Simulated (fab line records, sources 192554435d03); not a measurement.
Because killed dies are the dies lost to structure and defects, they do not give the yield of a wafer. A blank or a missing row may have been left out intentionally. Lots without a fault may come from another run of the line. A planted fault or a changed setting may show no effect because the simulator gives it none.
The tool behind it: which one? :: flow n5 finfet :: 27 wafers from 9 lots sampled at 5 of the route's 1938 steps

## WHAT EACH GAUGE READ, for each wafer
N5_STI_FIN_REVEAL_INSPECT_13: inspects for defects (darkfield).
lot: L832
measured: day 2 13:28
on: defect inspect-01
raw defect count: 12 9 7

lot: L837
measured: day 3 19:06
on: defect inspect-02
raw defect count: 23 28 25

lot: L838
measured: day 4 00:46
on: defect inspect-01
raw defect count: 5 14 8

lot: L839
measured: day 4 07:35
on: defect inspect-01
raw defect count: 10 17 8

lot: L841
measured: day 4 19:50
on: defect inspect-02
raw defect count: 830 749 796

lot: L842
measured: day 5 05:55
on: defect inspect-01
raw defect count: 777 801 803

lot: L853
measured: day 7 21:38
on: defect inspect-01
raw defect count: 10 18 14

lot: L854
measured: day 8 03:56
on: defect inspect-01
raw defect count: 7 5 13

lot: L855
measured: day 8 08:01
on: defect inspect-02
raw defect count: 13 10 15

## WHICH TOOL RAN EACH LOT (tool, then ch and the chambers of the sampled wafers, then the start)
lot: L832
N5_FIN_CUT_CUT_ETCH_15: rie si-03 ch 0,2,3, day 2 03:43
N5_FIN_CUT_CUT_ETCH_28: rie si-03 ch 0,2,3, day 2 03:46
N5_STI_FIN_REVEAL_RECESS_09: vapor etch-02 ch 0,1, day 2 11:12
N5_STI_FIN_REVEAL_PRECLEAN_18: wet bench-02 ch 1,5,7, day 2 13:24

lot: L837
N5_FIN_CUT_CUT_ETCH_15: rie si-02 ch 0,1,3, day 3 09:13
N5_FIN_CUT_CUT_ETCH_28: rie si-02 ch 0,1,3, day 3 09:17
N5_STI_FIN_REVEAL_RECESS_09: vapor etch-01 ch 0,1, day 3 16:19
N5_STI_FIN_REVEAL_PRECLEAN_18: wet bench-04 ch 0,6,7, day 3 19:02

lot: L838
N5_FIN_CUT_CUT_ETCH_15: rie si-02 ch 0,3, day 3 15:44
N5_FIN_CUT_CUT_ETCH_28: rie si-02 ch 0,3, day 3 15:47
N5_STI_FIN_REVEAL_RECESS_09: vapor etch-02 ch 0,1, day 3 21:59
N5_STI_FIN_REVEAL_PRECLEAN_18: wet bench-03 ch 3,4,5, day 4 00:43

lot: L839
N5_FIN_CUT_CUT_ETCH_15: rie si-02 ch 0,1, day 3 21:38
N5_FIN_CUT_CUT_ETCH_28: rie si-02 ch 0,1, day 3 21:41
N5_STI_FIN_REVEAL_RECESS_09: vapor etch-02 ch 0,1, day 4 04:48
N5_STI_FIN_REVEAL_PRECLEAN_18: wet bench-03 ch 0,2,3, day 4 07:32

lot: L841
N5_FIN_CUT_CUT_ETCH_15: rie si-02 ch 1,2,3, day 4 09:41
N5_FIN_CUT_CUT_ETCH_28: rie si-02 ch 1,2,3, day 4 09:45
N5_STI_FIN_REVEAL_RECESS_09: vapor etch-02 ch 0,1, day 4 16:40
N5_STI_FIN_REVEAL_PRECLEAN_18: wet bench-03 ch 1,5,6, day 4 19:47

lot: L842
N5_FIN_CUT_CUT_ETCH_15: rie si-03 ch 1,2, day 4 18:20
N5_FIN_CUT_CUT_ETCH_28: rie si-03 ch 1,2, day 4 18:23
N5_STI_FIN_REVEAL_RECESS_09: vapor etch-02 ch 0,1, day 5 03:07
N5_STI_FIN_REVEAL_PRECLEAN_18: wet bench-03 ch 1,5,6, day 5 05:51

lot: L853
N5_FIN_CUT_CUT_ETCH_15: rie si-03 ch 0,1,2, day 7 11:36
N5_FIN_CUT_CUT_ETCH_28: rie si-03 ch 0,1,2, day 7 11:40
N5_STI_FIN_REVEAL_RECESS_09: vapor etch-02 ch 0,1, day 7 18:46
N5_STI_FIN_REVEAL_PRECLEAN_18: wet bench-02 ch 0,1,7, day 7 21:34

lot: L854
N5_FIN_CUT_CUT_ETCH_15: rie si-02 ch 1,2,3, day 7 18:44
N5_FIN_CUT_CUT_ETCH_28: rie si-02 ch 1,2,3, day 7 18:47
N5_STI_FIN_REVEAL_RECESS_09: vapor etch-02 ch 0,1, day 8 00:57
N5_STI_FIN_REVEAL_PRECLEAN_18: wet bench-02 ch 0,6,7, day 8 03:52

lot: L855
N5_FIN_CUT_CUT_ETCH_15: rie si-01 ch 0,1,3, day 7 22:12
N5_FIN_CUT_CUT_ETCH_28: rie si-01 ch 0,1,3, day 7 22:15
N5_STI_FIN_REVEAL_RECESS_09: vapor etch-02 ch 0,1, day 8 05:24
N5_STI_FIN_REVEAL_PRECLEAN_18: wet bench-03 ch 1,4,5, day 8 07:55
- N5_FIN_CUT_CUT_ETCH_15: etches Si in HBr/Cl2/O2, target depth 100 nm, bt time 10 s, time 42.4 s.
- N5_FIN_CUT_CUT_ETCH_28: etches Si in HBr/Cl2/O2, target depth 6 nm, time 2.4 s.
- N5_STI_FIN_REVEAL_RECESS_09: chemistry HF/NH3, target SiO2, afs cycles 11, target depth 42.5 nm, sublimation time 60 s.
- N5_STI_FIN_REVEAL_PRECLEAN_18: cleans in SC2, time 45 s.

## THE ANSWER, worked out from the rows above alone
Rule: the lots themselves supply what counts as usual. Put in order of their means at a reading, lots are off if they are a third of the lots or fewer, leave a main group of 4 or more, and stand apart from it by a gap of 3 or more times the standard deviation of the main group's means; of several such gaps the widest counts. The tables above print the reading to a certain number of digits; a main group whose means all agree to those digits is not used. Also off: a lot with no number at a reading for which 4 or more lots have one. The other lots that the step has rows for count as sound.
Off: L841, L842 (N5_STI_FIN_REVEAL_INSPECT_13, raw defect count). The main group: mean 13, standard deviation 5.4.
If a tool, at a process step before that reading, ran all the lots that are off and no sound lot after the first of them, it fits. The gauges at N5_STI_FIN_REVEAL_INSPECT_13 are tried like those tools. Not one of the candidates tried fits.

## WHAT WAS PUT IN BY THE SIMULATOR
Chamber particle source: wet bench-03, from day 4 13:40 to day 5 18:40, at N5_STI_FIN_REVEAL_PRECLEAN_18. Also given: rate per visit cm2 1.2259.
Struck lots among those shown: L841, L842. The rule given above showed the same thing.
